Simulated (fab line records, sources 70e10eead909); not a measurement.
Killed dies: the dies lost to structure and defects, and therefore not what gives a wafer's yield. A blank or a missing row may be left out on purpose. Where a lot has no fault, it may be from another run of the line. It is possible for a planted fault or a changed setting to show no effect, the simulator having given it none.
Which of the tools did it?	flow nand harc	Sampling: 6 lots, 18 wafers, 4 of 1302 route steps

WHAT THE GAUGES READ, wafer by wafer
NHARC_A_BLC_CD_MEAS_10 targets a cd of 100 nm.
lot	measured	on	cd nm (nm)
L840	day 23 03:43	cd sem-03	99.1 100.0 99.7
L841	day 23 19:17	cd sem-02	99.8 100.2 100.2
L845	day 25 22:23	cd sem-01	98.6 97.2 95.3
L849	day 27 02:35	cd sem-01	100.6 100.8 100.4
L857	day 30 18:01	cd sem-03	99.5 100.7 100.8
L861	day 32 04:45	cd sem-01	99.7 100.0 99.7

TOOL THAT RAN EACH LOT (tool first, then ch and the chambers of the sampled wafers, then the start)
lot	NHARC_A_CONTACT_ETCH_137	NHARC_A_CONTACT_ETCH_138	NHARC_A_BLC_EXPOSE_07
L840	har cap etch-02 ch 0,1, day 22 23:30	har cap etch-02 ch 0,1, day 22 23:46	arfi scanner-02 ch 0, day 23 03:34
L841	har cap etch-01 ch 0,1, day 23 15:02	har cap etch-01 ch 0,1, day 23 15:18	arfi scanner-03 ch 0, day 23 19:08
L845	har cap etch-03 ch 0,1, day 25 18:13	har cap etch-03 ch 0,1, day 25 18:29	arfi scanner-02 ch 0, day 25 22:15
L849	har cap etch-03 ch 0,1, day 26 22:22	har cap etch-03 ch 0,1, day 26 22:38	arfi scanner-03 ch 0, day 27 02:27
L857	har cap etch-03 ch 0,1, day 30 13:47	har cap etch-03 ch 0,1, day 30 14:03	arfi scanner-02 ch 0, day 30 17:52
L861	har cap etch-02 ch 0,1, day 32 00:26	har cap etch-02 ch 0,1, day 32 00:42	arfi scanner-02 ch 0, day 32 04:37
- NHARC_A_CONTACT_ETCH_137: etches the open film in C4F8/O2/Ar, time 311 s, target depth 1912 nm.
- NHARC_A_CONTACT_ETCH_138: etches the open film in C4F8/O2/Ar, time 311 s, target depth 1914 nm.
- NHARC_A_BLC_EXPOSE_07: exposes mask A BLC, target cd 100 nm.

THE ANSWER, worked out from the rows above alone
Rule: the usual values come from the lots themselves. The widest of any qualifying gaps counts: lots, ordered by their means at a reading, are off when they make up no more than a third of the lots, leave a main group of 4 or more, and stand apart from it by 3 or more times the standard deviation of that group's means. A main group whose means are all the same, to the digits that the tables above print for the reading, isn't used. A lot without any number at a reading at which 4 lots or more have one is off too. All remaining lots with rows at the step are treated as sound.
Off, at NHARC_A_BLC_CD_MEAS_10 on cd nm: L845. Main group: mean 100.1 nm, sd 0.36.
If a tool, at a process step before that reading, ran all the lots that are off and no sound lot after the first of them, it fits. Those tools and the gauges at NHARC_A_BLC_CD_MEAS_10 are tried in the same way. No candidate that was tried fits.

WHAT THE SIMULATOR HAD INSERTED
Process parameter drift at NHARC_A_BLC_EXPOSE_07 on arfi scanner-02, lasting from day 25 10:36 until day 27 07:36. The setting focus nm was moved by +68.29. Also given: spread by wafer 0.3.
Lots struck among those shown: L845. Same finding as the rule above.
